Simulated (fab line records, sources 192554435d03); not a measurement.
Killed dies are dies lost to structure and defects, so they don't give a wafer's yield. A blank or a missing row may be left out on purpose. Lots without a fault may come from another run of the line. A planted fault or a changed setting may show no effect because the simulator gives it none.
Split-lot experiment | flow n5_finfet | 7 lots, 39 wafers read, on a route of 1938 steps

THE SPLIT
At N5_DUMMY_GATE_ETCH_31 (etches SiO2 in C4F6/O2, target depth 82.5 nm, time 27.5 s), the setting target_depth_a was moved away from the recipe's 825 angstrom on 15 of the 39 wafers read, by +4.0% to +10.6%. The other wafers ran this setting at the recipe's value.

The reading is taken at the split's own step.

THE READING
SOC_of_DUMMY_GATE_COAT_34.thk_nm (the simulator's own value, which no gauge read), in nm, at N5_DUMMY_GATE_ETCH_31 (etches SiO2 in C4F6/O2, target depth 82.5 nm, time 27.5 s). The file gives no usual value for it. The 24 wafers here that ran the recipe average 51.8 nm, standard deviation 0.17 nm.

wafer  | tool, chamber at the split | target_depth_a as run, angstrom | against the recipe | SOC_of_DUMMY_GATE_COAT_34.thk_nm, nm | against lot-mates on the recipe
L077.1 | rie_diel-02, 3             | 825                             | recipe             | 51.6                                 | -
L077.2 | rie_diel-02, 2             | 892.8                           | +8.2%              | 51.2                                 | -0.5
L077.3 | rie_diel-02, 1             | 892.8                           | +8.2%              | 51                                   | -0.7
L077.4 | rie_diel-02, 0             | 892.8                           | +8.2%              | 51                                   | -0.7
L077.5 | rie_diel-02, 2             | 825                             | recipe             | 51.8                                 | -
L077.6 | rie_diel-02, 3             | 825                             | recipe             | 51.6                                 | -
L080.1 | rie_diel-06, 0             | 825                             | recipe             | 52                                   | -
L080.2 | rie_diel-06, 1             | 825                             | recipe             | 51.6                                 | -
L080.5 | rie_diel-06, 1             | 825                             | recipe             | 51.6                                 | -
L088.1 | rie_diel-02, 2             | 869.1                           | +5.3%              | 51.4                                 | -0.3
L088.2 | rie_diel-02, 0             | 869.1                           | +5.3%              | 51.2                                 | -0.5
L088.3 | rie_diel-02, 1             | 825                             | recipe             | 51.6                                 | -
L088.4 | rie_diel-02, 0             | 825                             | recipe             | 51.8                                 | -
L088.5 | rie_diel-02, 1             | 825                             | recipe             | 51.8                                 | -
L088.6 | rie_diel-02, 2             | 869.1                           | +5.3%              | 51.6                                 | -0.1
L090.1 | rie_diel-06, 0             | 825                             | recipe             | 52                                   | -
L090.2 | rie_diel-06, 1             | 825                             | recipe             | 52                                   | -
L090.3 | rie_diel-06, 3             | 912.5                           | +10.6%             | 51                                   | -0.9
L090.4 | rie_diel-06, 2             | 825                             | recipe             | 51.8                                 | -
L090.5 | rie_diel-06, 3             | 912.5                           | +10.6%             | 51                                   | -0.9
L090.6 | rie_diel-06, 2             | 912.5                           | +10.6%             | 51                                   | -0.9
L092.1 | rie_diel-01, 2             | 825                             | recipe             | 51.6                                 | -
L092.2 | rie_diel-01, 3             | 825                             | recipe             | 51.4                                 | -
L092.3 | rie_diel-01, 0             | 825                             | recipe             | 51.6                                 | -
L092.4 | rie_diel-01, 1             | 825                             | recipe             | 51.8                                 | -
L092.5 | rie_diel-01, 1             | 825                             | recipe             | 51.6                                 | -
L092.6 | rie_diel-01, 0             | 825                             | recipe             | 51.6                                 | -
L093.1 | rie_diel-01, 1             | 825                             | recipe             | 51.8                                 | -
L093.2 | rie_diel-01, 0             | 825                             | recipe             | 51.8                                 | -
L093.3 | rie_diel-01, 2             | 858.1                           | +4.0%              | 51.4                                 | -0.4
L093.4 | rie_diel-01, 3             | 858.1                           | +4.0%              | 51.4                                 | -0.4
L093.5 | rie_diel-01, 1             | 858.1                           | +4.0%              | 51.6                                 | -0.2
L093.6 | rie_diel-01, 2             | 825                             | recipe             | 51.8                                 | -
L094.1 | rie_diel-06, 3             | 825                             | recipe             | 52                                   | -
L094.2 | rie_diel-06, 1             | 903.2                           | +9.5%              | 51.2                                 | -0.8
L094.3 | rie_diel-06, 2             | 825                             | recipe             | 52                                   | -
L094.4 | rie_diel-06, 3             | 903.2                           | +9.5%              | 51.2                                 | -0.8
L094.5 | rie_diel-06, 2             | 903.2                           | +9.5%              | 51.2                                 | -0.8
L094.6 | rie_diel-06, 1             | 825                             | recipe             | 52                                   | -

THE FIT
A straight line over all 39 wafers: SOC_of_DUMMY_GATE_COAT_34.thk_nm changes by -0.0701 nm for each +1% of target_depth_a; r = -0.88; the points scatter about the line by 0.16 nm.
The same after taking each lot's own level away (the mean of its wafers on the recipe; 39 wafers): -0.082 nm for each +1%; r = -0.95; scatter 0.11 nm.
On that fit, the largest move of target_depth_a shifts the reading by 0.87 nm.
The lots' own levels span 51.60 to 52.00 nm, that is 2.3 times the standard deviation above.
So the lot-to-lot level changes the slope: the two fits differ.
Check: with one of the wafers moved furthest among these (+10.6%) left out of the fit, the line predicts -0.853 nm for it against its lot-mates. It came out at -0.933 nm against them.

OTHER SPLITS ON THESE WAFERS
These wafers also went through other splits before the reading. Each is held against what the fit with the lots' levels taken away leaves over:
other split on the same wafers             | wafers away from the commonest value | r with SOC_of_DUMMY_GATE_COAT_34.thk_nm (lot level and that fit taken away)
N5_STI_FIN_REVEAL_RECESS_09 target_depth_a | 9                                    | +0.11

THE WHOLE CHAIN: every reading that the file lists as answering this split, in the file's order
step                  | what it does                                              | reading                                                                           | change (the file's fit)                | r (the file's)
N5_DUMMY_GATE_ETCH_31 | etches SiO2 in C4F6/O2, target depth 82.5 nm, time 27.5 s | etch.depth_nm (the simulator's own value, which no gauge read)                    | +0.81 nm for each +1% of the setting   | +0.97
N5_DUMMY_GATE_ETCH_31 | etches SiO2 in C4F6/O2, target depth 82.5 nm, time 27.5 s | SOC_of_DUMMY_GATE_COAT_34.thk_nm (the simulator's own value, which no gauge read) | -0.0812 nm for each +1% of the setting | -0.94

THE FILE'S OWN FIT
SOC_of_DUMMY_GATE_COAT_34.thk_nm changes by -0.0812 nm for each +1% of target_depth_a, r = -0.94.
